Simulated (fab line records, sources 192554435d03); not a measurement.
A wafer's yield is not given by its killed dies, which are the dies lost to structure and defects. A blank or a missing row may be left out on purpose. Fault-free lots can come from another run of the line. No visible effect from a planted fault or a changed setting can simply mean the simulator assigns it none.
Comparing a struck lot with a sound one | flow n5 finfet | 38 out of 1938 route steps
Sound: the wafers L242.1, L242.3, L242.4. Wafers L244.1, L244.3, L244.5 were the ones struck. The cause is given at the end.
Order at every step that has rows: each side's tool, ch and its chambers, its first start. Under that, the readings that differ: sound wafers | struck wafers | difference of the means | sigmas: that difference in standard deviations of wafers without a fault.
alike: readings with means less than 2 such deviations apart, plus words and numbers identical on both sides. not compared: withheld readings, readings lacking a value on some wafer, bounds such as >300 that could conceal the same value, and numbers that have no deviation in the record and whose values overlap.
Wherever a step has rows on one side only, a row that says differs or no value, or a row with sigmas, the two part there. When numbers do not overlap yet have no deviation, they are printed without sigmas and do not part them. Lack of a reading on every wafer of one side parts them only where that side has two or more wafers.

first, 9 steps without rows for these wafers: N5_GATE_CUT_CMP_23 (polishes, stops on SiO2, t overpolish 23.4 s, target thk 16 nm); N5_GATE_CUT_CMP_43 (polishes SiO2); N5_GATE_CUT_CMP_61 (polishes, stops on SiNx, t overpolish 3 s); N5_MOL_CONTACT_COAG_COAT_103 (time 60 s, resist thk 80 nm); N5_MOL_CONTACT_COAG_COAT_104 (time 60 s, resist thk 12 nm); N5_MOL_CONTACT_COAG_COAT_58 (time 60 s, resist thk 10 nm); N5_MOL_CONTACT_COAG_COAT_02 (resist thk 30 nm); N5_MOL_CONTACT_COAG_EBR_04; N5_MOL_CONTACT_COAG_SOFTBAKE_03 (time 60 s).
N5_MOL_CONTACT_COAG_EXPOSE_05: exposes mask CA, defocus 0 nm.
  sound on euv scanner-02 ch 0, day 7 06:14; struck on euv scanner-01 ch 0, day 7 16:52
  reading              | sound             | struck            | difference | sigmas
  exposure dose mJ cm2 | 38.28 38.17 38.17 | 36.95 37.01 36.99 | -1.22      | -27
  alike: mask
then, 2 steps without rows for these wafers: N5_MOL_CONTACT_COAG_PEB_06 (peb time 60 s); N5_MOL_CONTACT_COAG_DEVELOP_07 (develop time 30 s).
N5_MOL_CONTACT_COAG_CD_MEAS_08: the cd target is 28 nm.
  sound on cd sem-01 ch 0, day 7 06:22; struck on cd sem-03 ch 0, day 7 16:59
  reading    | sound             | struck            | difference | sigmas
  cd nm (nm) | 28.00 27.81 27.72 | 27.35 27.26 27.13 | -0.60      | -3
then, 1 step without rows for these wafers: N5_MOL_CONTACT_COAG_DESCUM_13 (chemistry O2, time 7 s).
N5_MOL_CONTACT_COAG_ETCH_59: etches underlayer in N2/H2, target depth 13 nm, time 10.4 s.
  sound on rie diel-01 ch 0,3, day 7 06:32; struck on rie diel-01 ch 1,2,3, day 7 17:09
  reading                                  | sound      | struck       | difference | sigmas
  model.MOL_CONTACT_COAG.cd offset nm (nm) | -0.2 0.2 0 | -1 -0.8 -0.6 | -1         |
  alike: drypump motor current A, etch rf on time s, oes product au, rf fwd power W, rf vpp V, showerhead plenum p Torr, throttle valve pct
  not compared: rf hours counter h
then, 7 steps without rows for these wafers: N5_MOL_CONTACT_COAG_ETCH_105 (etches SiARC in CF4, target depth 15.6 nm, time 26 s); N5_MOL_CONTACT_COAG_ETCH_106 (etches SOC in N2/H2, target depth 80 nm, overetch 16 nm, time 120 s); N5_MOL_CONTACT_COAG_STRIP_107 (strips in N2/H2); N5_MOL_CONTACT_COAG_STRIP_108 (strips in N2/H2); N5_MOL_CONTACT_COAG_CONTACT_ETCH_14 (etches SiO2 in C4F6/O2, target depth 27.5 nm, overetch 8.5 nm, time 20 s); N5_MOL_CONTACT_COAG_STRIP_109 (strips in C4F6/O2); N5_MOL_CONTACT_COAG_ETCH_15 (etches SiNx in CH3F/O2, stops on Si:P, target depth 7 nm).
N5_MOL_CONTACT_COAG_ETCH_110: etches Si in CF4/O2, target depth 2.5 nm, time 8 s.
  sound on rie diel-01 ch 0,3, day 7 06:46; struck on rie diel-01 ch 1,2,3, day 7 17:23
  reading                                  | sound       | struck       | difference | sigmas
  model.MOL_CONTACT_COAG.cd offset nm (nm) | 0.2 0.2 0.2 | -0.8 -1 -0.4 | -0.9       |
  alike: drypump motor current A, oes product au, rf fwd power W, rf vpp V, showerhead plenum p Torr, throttle valve pct
  not compared: rf hours counter h
then, 1 step without rows for these wafers: N5_MOL_CONTACT_COAG_STRIP_98 (strips in N2/H2).
N5_MOL_CONTACT_COAG_CD_MEAS_99: the cd target is 17.2 nm.
  sound on cd sem-02, day 7 06:53; struck on cd sem-02, day 7 17:31
  reading    | sound          | struck         | difference | sigmas
  cd nm (nm) | 17.1 17.5 17.9 | 16.4 16.6 16.6 | -1.0       | -3
then, 12 steps without rows for these wafers: N5_MOL_CONTACT_COAG_IMPLANT_129; N5_MOL_CONTACT_COAG_PRECLEAN_111 (cleans in NF3:NH3, afs cycles 1, time 20 s, sublimation time 60 s); N5_MOL_CONTACT_COAG_TI_SIL_19 (material Ti, target thk 4.2 nm, time 15 s); N5_MOL_CONTACT_COAG_ALD_20 (deposits TiN, target thk 1.5 nm, pulse time 1 s, purge time 3 s); N5_MOL_CONTACT_COAG_SIL_ANNEAL_21 (time 60 s); N5_MOL_CONTACT_COAG_PRE_CLEAN_141 (time 60 s); N5_MOL_CONTACT_COAG_SPUTTER_143 (material Co, target thk 2.5 nm); N5_MOL_CONTACT_COAG_CO_FILL_22 (material Co, precursor CCTBA/H2, target thk 20 nm); N5_MOL_CONTACT_COAG_ANNEAL_113 (time 300 s); N5_MOL_CONTACT_COAG_PRE_CLEAN_142 (time 60 s); N5_MOL_CONTACT_COAG_SPUTTER_130 (material Co, target thk 47.5 nm); N5_MOL_CONTACT_COAG_PRECLEAN_125 (cleans in DIW, time 57.5 s).
-- record jumps: 3 days separate the struck wafers' starts on either side; left off in module MOL_CONTACT_COAG, taken up again in module BEOL_M4, whose first shown step is the route's number 1111 --
N5_BEOL_M4_RC_MEAS_101:
  sound on prober-01 ch 0, day 10 07:11; struck on prober-02 ch 0, day 10 15:01
  reading             | sound          | struck         | difference | sigmas
  RC_DENSE_N (ohm.um) | 18.8 18.7 18.8 | 21.1 20.4 19.6 | +1.6       | +3
  RC_DENSE_P (ohm.um) | 23.4 23.3 23.4 | 26.4 25.8 24.7 | +2.3       | +4
  RC_N (ohm.um)       | 15.4 15.2 15.3 | 17.0 16.5 16.1 | +1.2       | +3
  RC_P (ohm.um)       | 19.1 19.0 19.1 | 21.3 20.8 20.2 | +1.7       | +3
  alike: DIBL_N, DIBL_P, IOFF_N, IOFF_P, ION_N, ION_P, SS_N, SS_P, VT_N, VT_P

== WHERE THEY PART ==
Earliest at N5_MOL_CONTACT_COAG_EXPOSE_05; latest, in this record, at N5_BEOL_M4_RC_MEAS_101.

WHY: what had been put in by the simulator
Process parameter drift: euv scanner-01, from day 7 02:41 on, at N5_MOL_CONTACT_COAG_EXPOSE_05. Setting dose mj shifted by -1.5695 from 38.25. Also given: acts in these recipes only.
